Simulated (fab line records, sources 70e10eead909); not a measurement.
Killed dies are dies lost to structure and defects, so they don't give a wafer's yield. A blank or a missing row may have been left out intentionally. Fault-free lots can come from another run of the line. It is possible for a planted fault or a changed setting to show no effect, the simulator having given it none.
Chamber matching | flow nand harc | 4 sister chambers for NHARC_THIN_TSV_ETCH_15 on rie si-02
The step target depth 3000 nm, bosch target overetch cycles 2, bosch etch step 2.8 s. 4 wafers are shown with their chamber, then 7 later ones without.

## WAFERS PAIRED WITH THEIR CHAMBERS
wafer  | chamber | drypump motor current A (A)
L093.1 | 0       | 5.9
L093.6 | 3       | 6.1
L095.2 | 1       | 6.3
L095.4 | 2       | 5.9

## WAFERS WITH NO CHAMBER GIVEN
wafer  | drypump motor current A (A)
L095.5 | 5.9
L097.1 | 6.1
L097.2 | 5.8
L097.6 | 5.9
L096.1 | 6.4
L096.4 | 5.8
L096.5 | 5.8

## WHICH CHAMBER EACH ONE RAN IN
wafer  | from the rows above     | in truth
L095.5 | can't be placed: 0 or 2 | 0
L097.1 | 3                       | 3
L097.2 | can't be placed: 0 or 2 | 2
L097.6 | can't be placed: 0 or 2 | 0
L096.1 | 1                       | 1
L096.4 | can't be placed: 0 or 2 | 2
L096.5 | can't be placed: 0 or 2 | 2
Correctly placed: 2 of 7. From these rows, 5 cannot be placed; in 5 the true chamber is one of the candidates. Wrongly placed: 0.
How it was worked out, from the rows above alone: a wafer's distance from a chamber is the root of the sum, over the readings, of the square of ((its reading less the chamber's mean) divided by the reading's scatter). If the next closest chamber is less than 2 further off than the closest, the wafer can't be placed; otherwise it belongs to the closest. A chamber's mean is the mean of its shown wafers. The scatter: root of mean squared gap, hidden wafer to nearest shown wafer, with one shown wafer a chamber.
